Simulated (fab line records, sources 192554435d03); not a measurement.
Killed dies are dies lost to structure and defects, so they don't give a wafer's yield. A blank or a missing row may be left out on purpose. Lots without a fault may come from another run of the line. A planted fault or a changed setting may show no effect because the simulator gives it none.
Split-lot experiment | flow n5_finfet | 7 lots, 21 wafers read, on a route of 1938 steps

THE SPLIT
At N5_SD_EPI_P_EPI_21 (deposits SiGe:B, time 355 s), the setting temp_c was moved away from the recipe's 550 C on 6 of the 21 wafers read, by -0.2% to +0.6%. The other wafers ran this setting at the recipe's value.

The file shows no step between the split and the reading.

THE READING
SiGe-B_of_SD_EPI_P_EPI_21.thk_nm (the simulator's own value, which no gauge read), in nm, at N5_SD_EPI_P_HM_STRIP_48 (strips SiNx in H3PO4, material SiNx, target depth 3 nm). The file gives no usual value for it. The 15 wafers here that ran the recipe average 60.5 nm, standard deviation 0.61 nm.

wafer  | tool, chamber at the split | temp_c as run, C | against the recipe | SiGe-B_of_SD_EPI_P_EPI_21.thk_nm, nm | against lot-mates on the recipe
L074.2 | epi_rpcvd-04, 0            | 550              | recipe             | 60                                   | -
L074.3 | epi_rpcvd-04, 0            | 550              | recipe             | 60.4                                 | -
L074.5 | epi_rpcvd-04, 0            | 550              | recipe             | 61                                   | -
L081.3 | epi_rpcvd-04, 0            | 550              | recipe             | 59.6                                 | -
L081.4 | epi_rpcvd-04, 0            | 550              | recipe             | 60.4                                 | -
L081.5 | epi_rpcvd-04, 0            | 550              | recipe             | 60.2                                 | -
L084.1 | epi_rpcvd-04, 0            | 550              | recipe             | 59.8                                 | -
L084.6 | epi_rpcvd-04, 0            | 550              | recipe             | 59.8                                 | -
L084.4 | epi_rpcvd-04, 0            | 550              | recipe             | 60.8                                 | -
L088.2 | epi_rpcvd-02, 0            | 550              | recipe             | 61.2                                 | -
L088.5 | epi_rpcvd-02, 0            | 552.2            | +0.4%              | 64.2                                 | +3.1
L088.6 | epi_rpcvd-02, 0            | 550              | recipe             | 61                                   | -
L089.2 | epi_rpcvd-04, 0            | 550              | recipe             | 60                                   | -
L089.5 | epi_rpcvd-04, 0            | 553.2            | +0.6%              | 64.8                                 | +4.8
L089.6 | epi_rpcvd-04, 0            | 553.2            | +0.6%              | 65                                   | +5.0
L092.1 | epi_rpcvd-02, 0            | 551.7            | +0.3%              | 64.2                                 | +3.4
L092.3 | epi_rpcvd-02, 0            | 550              | recipe             | 60.8                                 | -
L092.4 | epi_rpcvd-02, 0            | 551.7            | +0.3%              | 63.2                                 | +2.4
L093.1 | epi_rpcvd-04, 0            | 548.7            | -0.2%              | 59.8                                 | -1.7
L093.5 | epi_rpcvd-04, 0            | 550              | recipe             | 61.6                                 | -
L093.6 | epi_rpcvd-04, 0            | 550              | recipe             | 61.4                                 | -

THE FIT
A straight line over all 21 wafers: SiGe-B_of_SD_EPI_P_EPI_21.thk_nm changes by +7.76 nm for each +1% of temp_c; r = +0.93; the points scatter about the line by 0.67 nm.
The same after taking each lot's own level away (the mean of its wafers on the recipe; 21 wafers): +8.37 nm for each +1%; r = +0.98; scatter 0.35 nm.
On that fit, the largest move of temp_c shifts the reading by 4.9 nm.
The lots' own levels span 60.00 to 61.50 nm, that is 2.5 times the standard deviation above.
So the lot-to-lot level changes the slope little: the two slopes agree.
Check: with one of the wafers moved furthest among these (+0.6%) left out of the fit, the line predicts +4.95 nm for it against its lot-mates. It came out at +4.8 nm against them.

OTHER SPLITS ON THESE WAFERS
These wafers also went through other splits before the reading. Each is held against what the fit with the lots' levels taken away leaves over:
other split on the same wafers       | wafers away from the commonest value | r with SiGe-B_of_SD_EPI_P_EPI_21.thk_nm (lot level and that fit taken away)
N5_DUMMY_GATE_ETCH_31 target_depth_a | 11                                   | +0.20
N5_SD_EPI_N_PEB_07 peb_time_s        | 10                                   | +0.04
N5_SD_EPI_N_ETCH_16 target_depth_a   | 5                                    | +0.34
N5_SD_EPI_P_ETCH_16 target_depth_a   | 5                                    | -0.36

THE WHOLE CHAIN: every reading that the file lists as answering this split, in the file's order
step                    | what it does                                           | reading                                                                           | change (the file's fit)              | r (the file's)
N5_SD_EPI_P_EPI_21      | deposits SiGe:B, time 355 s                            | SiGe-B_of_SD_EPI_P_EPI_21.thk_nm (the simulator's own value, which no gauge read) | +8.58 nm for each +1% of the setting | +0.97
N5_SD_EPI_P_HM_STRIP_48 | strips SiNx in H3PO4, material SiNx, target depth 3 nm | SiGe-B_of_SD_EPI_P_EPI_21.thk_nm (the simulator's own value, which no gauge read) | +8.29 nm for each +1% of the setting | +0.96

THE FILE'S OWN FIT
SiGe-B_of_SD_EPI_P_EPI_21.thk_nm changes by +8.29 nm for each +1% of temp_c, r = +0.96.
